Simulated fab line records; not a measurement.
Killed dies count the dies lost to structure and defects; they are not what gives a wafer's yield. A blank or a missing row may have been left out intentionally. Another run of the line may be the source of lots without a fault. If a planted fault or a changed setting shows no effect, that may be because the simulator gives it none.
Comparing a struck lot with a sound one + flow n5 finfet + 16 steps out of a route of 1938
Sound: the wafers L486.3, L486.4, L486.5. Wafers L493.4, L493.6 were the ones struck. The cause is named last.
Per side, at each step with rows, come the tool, then ch with its chambers, and then its first start. Under that, the readings that differ: sound wafers + struck wafers + difference of the means + sigmas: that difference in standard deviations of wafers without a fault.
alike: readings with means less than 2 such deviations apart, plus words and numbers identical on both sides. not compared: withheld readings, readings lacking a value on some wafer, bounds such as >300 that could conceal the same value, and numbers that have no deviation in the record and whose values overlap.
The two part at a step that has a row with sigmas, a row that says differs or no value, or rows on one side only. Numbers that don't overlap but have no deviation are shown without sigmas and don't part them. Lack of a reading on every wafer of one side parts them only where that side has two or more wafers.

N5_SD_ACTIVATION_LSA_01: time 0.0008 s.
  sound on laser anneal-02 ch 0, day 3 11:13; struck on laser anneal-02 ch 0, day 5 05:16
  alike: wafer_temp_C_max
N5_SD_ACTIVATION_RS_MEAS_03: measures by four-point-probe.
  sound on film metro-01 at day 3 11:24; struck on film metro-01 at day 5 05:26
| reading          | sound          | struck    | difference | sigmas |
|------------------|----------------|-----------|------------|--------|
| RS_SD_P (ohm/sq) | 55.1 54.6 54.9 | 57.3 56.7 | +2.1       | +3     |
  alike: RS_SD_N
N5_SD_ACTIVATION_INSPECT_02: inspects for defects (darkfield).
  sound on defect inspect-02 at day 3 11:41; struck on defect inspect-01 at day 5 05:41
  alike: raw defect count
N5_ILD0_LINER_00: material SiNx, target thk 4 nm, pulse time 1 s, purge time 2 s.
  sound on ald sin-04 ch 0,2,3, day 3 11:43; struck on ald sin-04 ch 1,3, day 5 05:44
  alike: heater power w, precursor pulse height rel
  not compared: since wet clean h
then, 2 steps without rows for these wafers: N5_ILD0_FCVD_FILL_01 (material SiO2 flowable, target thk 200 nm, time 328.3 s); N5_ILD0_CURE_02 (time 1800 s).
N5_ILD0_CMP_03: polishes, stops on SiNx, t overpolish 1.9 s, target thk 197.38 nm.
  sound on cmp-01 ch 0,1, day 3 14:05; struck on cmp-03 ch 1,3, day 5 08:10
  alike: motor current A, overpolish run s, time to endpoint s
N5_ILD0_THK_MEAS_04:
  sound on film metro-02 at day 3 14:23; struck on film metro-01 at day 5 08:23
  alike: thk nm
N5_ILD0_CMP_07: polishes SiO2 flowable, stops on poly-Si, t overpolish 1.18 s, target thk 138.88 nm.
  sound on cmp-02 ch 1,2, day 3 14:26; struck on cmp-02 ch 0, day 5 08:25
  alike: motor current A
N5_ILD0_THK_MEAS_08:
  sound on film metro-01 at day 3 14:42; struck on film metro-01 at day 5 08:43
  alike: thk nm
then, 1 step without rows for these wafers: N5_ILD0_PRECLEAN_10 (cleans in NF3:NH3, afs cycles 5, time 20 s, sublimation time 60 s).
N5_ILD0_ALD_15: deposits SiNx, target thk 24 nm, pulse time 1 s, ald cycles 480.
  sound on ald sin-02 ch 1,2,3, day 3 16:05; struck on ald sin-03 ch 2,3, day 5 10:31
| reading                               | sound       | struck    | difference | sigmas |
|---------------------------------------|-------------|-----------|------------|--------|
| ald cycles                            | 480 480 480 | 870 870   | +390       |        |
| model.SiNx_of_ILD0_ALD_15.thk nm (nm) | 24 23.8 24  | 43.2 43.4 | +19.4      |        |
  alike: heater power w, precursor pulse height rel
  not compared: since wet clean h
N5_ILD0_CMP_12: polishes SiNx, stops on poly-Si, t overpolish 6 s, target thk 17.67 nm.
  sound on cmp-03 ch 2,3, day 3 18:17; struck on cmp-01 ch 2,3, day 5 11:40
| reading                | sound          | struck    | difference | sigmas |
|------------------------|----------------|-----------|------------|--------|
| time to endpoint s (s) | 32.0 31.8 29.9 | 54.5 51.6 | +21.8      | +13    |
  alike: motor current A
N5_ILD0_THK_MEAS_13:
  sound on film metro-01 at day 3 18:34; struck on film metro-02 at day 5 11:56
  alike: thk nm
-- the record jumps here: 5 days lie between the struck wafers' starts before and after (it left off in module ILD0 and takes up again in module BEOL_M4, whose first step shown is number 1111 of the route) --
N5_BEOL_M4_RC_MEAS_101:
  sound on prober-01 ch 0, day 8 00:11; struck on prober-02 ch 0, day 10 04:31
| reading       | sound          | struck    | difference | sigmas |
|---------------|----------------|-----------|------------|--------|
| DIBL_N (mV/V) | 39.2 39.8 37.8 | 33.8 37.1 | -3.5       | -3     |
  alike: DIBL_P, IOFF_N, IOFF_P, ION_N, ION_P, SS_N, SS_P, VT_N, VT_P
N5_PASSIVATION_PROBE_49:
  sound wafers here have rows in the record (prober-02, day 12 03:53); struck ones have none

## WHERE THEY PART
Earliest at N5_SD_ACTIVATION_RS_MEAS_03; latest, in this record, at N5_PASSIVATION_PROBE_49.

WHY: what had been put in by the simulator
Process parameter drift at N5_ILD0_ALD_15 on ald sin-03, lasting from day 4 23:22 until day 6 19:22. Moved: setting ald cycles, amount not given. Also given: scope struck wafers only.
